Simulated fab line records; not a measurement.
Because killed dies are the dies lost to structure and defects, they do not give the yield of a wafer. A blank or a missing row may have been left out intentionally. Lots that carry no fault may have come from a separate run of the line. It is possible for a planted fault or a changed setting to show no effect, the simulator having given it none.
A struck lot beside a sound one + flow n5 finfet + 33 out of 1938 route steps
Sound: these wafers, L738.4, L738.5, L738.6. Struck: wafer L755.4 (L755.2, L755.3, from the same lot, were not struck and are left out); the cause is given at the end.
At each step with rows: each side's tool, then ch and its chambers, then its first start. Under that, the readings that differ: sound wafers + struck wafers + difference of the means + sigmas: that difference in standard deviations of wafers without a fault.
alike: words and numbers the same on both sides, and readings whose means are apart by under 2 such deviations; not compared: readings that were withheld, readings missing a value for some wafer, numbers with overlapping values and no deviation given by the record, and bounds like >300 which may hide the same value.
The two part at a step that has a row with sigmas, a row that says differs or no value, or rows on one side only. Numbers that don't overlap but have no deviation are shown without sigmas and don't part them. Lack of a reading on every wafer of one side parts them only where that side has two or more wafers.

first, 2 steps without rows for these wafers: N5_BEOL_M10_PEB_26 (peb time 60 s); N5_BEOL_M10_DEVELOP_27 (develop time 30 s).
N5_BEOL_M10_CD_MEAS_28 targets a cd of 70 nm.
  sound on cd sem-03 ch 0, day 9 22:51; struck on cd sem-02 ch 0, day 14 22:43
  alike: cd nm
N5_BEOL_M10_OVL_MEAS_29:
  sound on overlay-02 ch 0, day 9 22:53; struck on overlay-02 ch 0, day 14 22:46
  alike: V9_OVL
N5_BEOL_M10_INSPECT_30: inspects for defects (brightfield).
  sound on defect inspect-01, day 9 22:54; struck on defect inspect-01, day 14 22:47
  alike: raw defect count
N5_BEOL_M10_DESCUM_33: chemistry O2, time 7.9 s.
  sound on rie diel-01 ch 1,2, day 9 23:14; struck on rie diel-05 ch 0, day 14 23:02
| reading                         | sound             | struck | difference | sigmas |
|---------------------------------|-------------------|--------|------------|--------|
| rf vpp V (V)                    | 244.3 245.9 243.6 | 240.3  | -4.3       | -4     |
| showerhead plenum p Torr (Torr) | 2.22 2.22 2.09    | 2.01   | -0.17      | -3     |
  alike: bias power w, chamber pressure mTorr, drypump motor current A, o2 flow sccm, oes product au, throttle valve pct
  not compared: rf hours counter h
then, 5 steps without rows for these wafers: N5_BEOL_M10_ETCH_65 (etches SiARC in CF4, target depth 39 nm, time 65 s); N5_BEOL_M10_ETCH_66 (etches SOC in N2/H2, target depth 120 nm, overetch 24 nm, time 180 s); N5_BEOL_M10_STRIP_69 (strips in N2/H2); N5_BEOL_M10_VIA_ETCH_34 (etches SiCOH lowk in C4F6/O2, target depth 184.5 nm, time 69.2 s); N5_BEOL_M10_STRIP_73 (strips in C4F6/O2).
N5_BEOL_M10_STRIP_36: strips in N2/H2.
  sound on rie diel-01 ch 1,2, day 9 23:31; struck on rie diel-05 ch 0, day 14 23:19
| reading                         | sound          | struck | difference | sigmas |
|---------------------------------|----------------|--------|------------|--------|
| showerhead plenum p Torr (Torr) | 2.71 2.71 2.57 | 2.43   | -0.23      | -3     |
  alike: bias power w, chamber pressure mTorr, drypump motor current A, oes product au, rf vpp V, throttle valve pct
  not compared: rf hours counter h
N5_BEOL_M10_TRENCH_ETCH_37: etches SiCOH lowk in C4F6/O2, target depth 148.83 nm, time 48 s.
  sound on rie diel-01 ch 1,2, day 9 23:33; struck on rie diel-05 ch 0, day 14 23:22
| reading                         | sound             | struck | difference | sigmas |
|---------------------------------|-------------------|--------|------------|--------|
| bias w (W)                      | 184.7 184.0 184.8 | 160.1  | -24.4      | -46    |
| rf vpp V (V)                    | 684 682 679       | 582    | -100       | -8     |
| showerhead plenum p Torr (Torr) | 3.01 3.01 2.85    | 2.76   | -0.20      | -2     |
  alike: chamber pressure mTorr, drypump motor current A, oes product au, throttle valve pct
  not compared: rf hours counter h, model.BEOL_M10.feature depth nm, model.etch.depth nm
then, 2 steps without rows for these wafers: N5_BEOL_M10_ETCH_41 (etches SiCN in CH3F/O2, target depth 42.6 nm, time 86 s); N5_BEOL_M10_STRIP_77 (strips in N2/H2, time 10 s).
N5_BEOL_M10_OCD_MEAS_38:
  sound on ocd-02, day 9 23:44; struck on ocd-01, day 14 23:32
  alike: trench depth nm
then, 4 steps without rows for these wafers: N5_BEOL_M10_HM_STRIP_39 (strips TiN in peroxide tin strip, target depth 25 nm, time 158 s); N5_BEOL_M10_SRD_40 (time 30 s); N5_BEOL_M10_PRECLEAN_42 (cleans in residue remover, time 60 s); N5_BEOL_M10_SRD_43 (time 30 s).
N5_BEOL_M10_CD_MEAS_35 targets a cd of 70 nm.
  sound on cd sem-03, day 9 23:53; struck on cd sem-01, day 14 23:42
  alike: cd nm
N5_BEOL_M10_CURE_72: cures SiCOH lowk, time 120 s.
  sound on uv cure-01 ch 2, day 10 00:05; struck on uv cure-01 ch 2, day 14 23:55
  alike: lamp power pct, wafer_temp_C_max
then, 2 steps without rows for these wafers: N5_BEOL_M10_DEGAS_44 (time 60 s); N5_BEOL_M10_PRE_CLEAN_45 (time 30 s).
N5_BEOL_M10_ALD_74: deposits TaN, target thk 2 nm, pulse time 2 s, purge time 3 s.
  sound on ald metal-03 ch 2,3, day 10 00:45; struck on ald metal-03 ch 0, day 15 00:19
| reading              | sound                | struck | difference | sigmas |
|----------------------|----------------------|--------|------------|--------|
| susceptor temp C (C) | 275.31 275.27 275.23 | 274.85 | -0.42      | -2     |
  alike: heater power w
then, 2 steps without rows for these wafers: N5_BEOL_M10_SURFACE_TREAT_76; N5_BEOL_M10_CVD_75 (deposits Co from CCTBA/H2, target thk 2 nm, time 138.9 s).
N5_BEOL_M10_SPUTTER_48: material Cu, target thk 12 nm, time 2 s.
  sound on pvd sputter-01, day 10 01:14; struck on pvd sputter-03, day 15 01:01
  alike: susceptor temp C, throttle valve pct
then, 2 steps without rows for these wafers: N5_BEOL_M10_ECD_50 (material Cu, target thk 318 nm); N5_BEOL_M10_ANNEAL_51 (time 90 s).
N5_BEOL_M10_CMP_52: polishes, stops on SiCOH lowk, t overpolish 7 s, target thk 140 nm.
  sound on cmp-02 ch 0,1,3, day 10 02:26; struck on cmp-01 ch 0, day 15 02:02
| reading                      | sound          | struck | difference | sigmas |
|------------------------------|----------------|--------|------------|--------|
| barrier field endpoint s (s) | 28.1 28.1 27.7 | 30.0   | +2.0       | +2     |
| time to endpoint s (s)       | 59 64 60       | 71     | +10        | +3     |
  alike: motor current A, overpolish run s, retaining ring pressure frac
  not compared: model.Cu_of_BEOL_M10_ECD_50.thk nm
N5_BEOL_M10_THK_MEAS_53: measures by xrf.
  sound on film metro-02, day 10 02:37; struck on film metro-02, day 15 02:20
  alike: M10_THK
next, for these wafers, 1 step has no rows: N5_PASSIVATION_PROBE_49.

== WHERE THEY PART ==
Earliest at N5_BEOL_M10_DESCUM_33; latest, in this record, at N5_BEOL_M10_CMP_52. Later steps at which nothing parts them and some readings are alike: N5_BEOL_M10_THK_MEAS_53.

WHY: what the simulator had put in
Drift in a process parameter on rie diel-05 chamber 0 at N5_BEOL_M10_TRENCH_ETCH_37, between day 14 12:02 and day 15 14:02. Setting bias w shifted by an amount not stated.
